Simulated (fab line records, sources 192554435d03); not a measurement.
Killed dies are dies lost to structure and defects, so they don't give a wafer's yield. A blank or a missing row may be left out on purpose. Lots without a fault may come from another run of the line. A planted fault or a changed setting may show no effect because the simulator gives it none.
Chamber matching | flow n5_finfet | N5_MOL_CONTACT_COAG_ETCH_124 on rie_diel-05: 4 sister chambers
The step etches SiNx in CH3F/O2, stops on SiOC, target depth 6.5 nm. 14 wafers are shown with their chamber, then 7 later ones without.

WAFERS WITH THEIR CHAMBER
wafer  | chamber | drypump_motor_current_A (A) | oes_o_777_au (a.u.) | showerhead_plenum_p_Torr (Torr)
L077.2 | 3       | 5.9                         | 0.72                | 1.92
L077.4 | 1       | 5.2                         | 0.88                | 1.94
L077.6 | 3       | 5.9                         | 0.72                | 1.92
L084.4 | 1       | 5.3                         | 0.86                | 1.94
L084.5 | 1       | 5.2                         | 0.86                | 1.94
L084.6 | 2       | 5.1                         | 0.73                | 1.90
L085.4 | 1       | 5.2                         | 0.85                | 1.94
L085.5 | 0       | 5.6                         | 0.69                | 1.98
L085.6 | 1       | 5.2                         | 0.85                | 1.94
L087.3 | 1       | 5.2                         | 0.85                | 1.93
L087.5 | 1       | 5.2                         | 0.86                | 1.94
L087.6 | 0       | 5.6                         | 0.69                | 1.98
L088.2 | 3       | 5.9                         | 0.72                | 1.91
L088.3 | 0       | 5.6                         | 0.69                | 1.98

SIGNATURES (means of the wafers above)
reading                  | chamber 0 | chamber 1 | chamber 2 | chamber 3 | scatter within a chamber
drypump_motor_current_A  | 5.600     | 5.214     | 5.100     | 5.900     | 0.0293
oes_o_777_au             | 0.6900    | 0.8586    | 0.7300    | 0.7200    | 0.00828
showerhead_plenum_p_Torr | 1.9800    | 1.9386    | 1.9000    | 1.9167    | 0.0039
Rule: a wafer's distance from a chamber is the root of the sum, over the readings, of the square of ((its reading less the chamber's mean) divided by the reading's scatter). The wafer belongs to the nearest chamber; if the next one is less than 2 further off, it can't be placed. The scatter: the root of (the sum of the squares of (reading less its chamber's mean) over the shown wafers, divided by (wafers less chambers)).

WAFERS WITHOUT THEIR CHAMBER
wafer  | drypump_motor_current_A (A) | oes_o_777_au (a.u.) | showerhead_plenum_p_Torr (Torr)
L088.6 | 5.6                         | 0.69                | 1.98
L094.1 | 5.9                         | 0.70                | 1.91
L094.2 | 5.6                         | 0.68                | 1.97
L094.4 | 5.2                         | 0.84                | 1.93
L097.4 | 5.2                         | 0.83                | 1.93
L097.5 | 5.2                         | 0.83                | 1.93
L097.6 | 5.1                         | 0.71                | 1.90

WHICH CHAMBER EACH WENT THROUGH
wafer  | from the rows above | in truth
L088.6 | 0                   | 0
L094.1 | 3                   | 3
L094.2 | 0                   | 0
L094.4 | 1                   | 1
L097.4 | 1                   | 1
L097.5 | 1                   | 1
L097.6 | 2                   | 2
Placed correctly: 7 of 7. Can't be placed from these rows: 0. Placed wrongly: 0.
